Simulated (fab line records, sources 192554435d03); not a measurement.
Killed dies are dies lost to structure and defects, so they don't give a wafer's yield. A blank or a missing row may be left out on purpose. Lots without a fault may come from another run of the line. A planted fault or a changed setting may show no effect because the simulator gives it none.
Chamber matching | flow n5_finfet | N5_BEOL_M12_DESCUM_33 on rie_diel-05: 4 sister chambers
The step chemistry O2, time 7.9 s. 16 wafers are shown with their chamber, then 8 later ones without.

WAFERS WITH THEIR CHAMBER
wafer  | chamber | throttle_valve_pct (%) | oes_product_au (a.u.) | rf_fwd_power_W (W)
L082.1 | 2       | 19.90                  | 0.85                  | 49.31
L082.2 | 1       | 20.31                  | 0.68                  | 49.32
L082.3 | 0       | 20.48                  | 0.77                  | 49.48
L085.3 | 2       | 19.91                  | 0.84                  | 49.35
L085.4 | 0       | 20.50                  | 0.77                  | 49.52
L085.6 | 2       | 19.92                  | 0.83                  | 49.13
L086.1 | 3       | 20.23                  | 0.96                  | 49.33
L086.4 | 2       | 19.92                  | 0.82                  | 49.12
L086.5 | 3       | 20.22                  | 0.97                  | 49.31
L090.2 | 2       | 19.93                  | 0.82                  | 48.95
L090.4 | 0       | 20.53                  | 0.75                  | 49.64
L090.6 | 2       | 19.94                  | 0.82                  | 48.93
L093.1 | 1       | 20.07                  | 0.95                  | 49.55
L093.2 | 3       | 20.23                  | 0.93                  | 49.05
L093.5 | 3       | 20.24                  | 0.94                  | 49.32
L096.1 | 1       | 20.08                  | 0.93                  | 49.47

SIGNATURES (means of the wafers above)
reading            | chamber 0 | chamber 1 | chamber 2 | chamber 3 | scatter within a chamber
throttle_valve_pct | 20.5033   | 20.1533   | 19.9200   | 20.2300   | 0.0573
oes_product_au     | 0.7633    | 0.8533    | 0.8300    | 0.9500    | 0.0628
rf_fwd_power_W     | 49.5467   | 49.4467   | 49.1317   | 49.2525   | 0.144
Rule: a wafer's distance from a chamber is the root of the sum, over the readings, of the square of ((its reading less the chamber's mean) divided by the reading's scatter). The wafer belongs to the nearest chamber; if the next one is less than 2 further off, it can't be placed. The scatter: the root of (the sum of the squares of (reading less its chamber's mean) over the shown wafers, divided by (wafers less chambers)).

WAFERS WITHOUT THEIR CHAMBER
wafer  | throttle_valve_pct (%) | oes_product_au (a.u.) | rf_fwd_power_W (W)
L096.2 | 20.54                  | 0.75                  | 49.59
L096.3 | 20.26                  | 0.92                  | 49.32
L094.1 | 20.55                  | 0.74                  | 49.82
L094.2 | 20.29                  | 0.91                  | 49.39
L094.6 | 20.26                  | 0.91                  | 49.50
L095.1 | 20.27                  | 0.91                  | 49.25
L095.3 | 19.95                  | 0.80                  | 49.43
L095.5 | 20.28                  | 0.91                  | 49.21

WHICH CHAMBER EACH WENT THROUGH
wafer  | from the rows above     | in truth
L096.2 | 0                       | 0
L096.3 | can't be placed: 3 or 1 | 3
L094.1 | 0                       | 0
L094.2 | can't be placed: 3 or 1 | 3
L094.6 | can't be placed: 3 or 1 | 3
L095.1 | can't be placed: 3 or 1 | 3
L095.3 | can't be placed: 2 or 1 | 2
L095.5 | can't be placed: 3 or 1 | 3
Placed correctly: 2 of 8. Can't be placed from these rows: 6 (the true chamber is among the candidates in 6). Placed wrongly: 0.
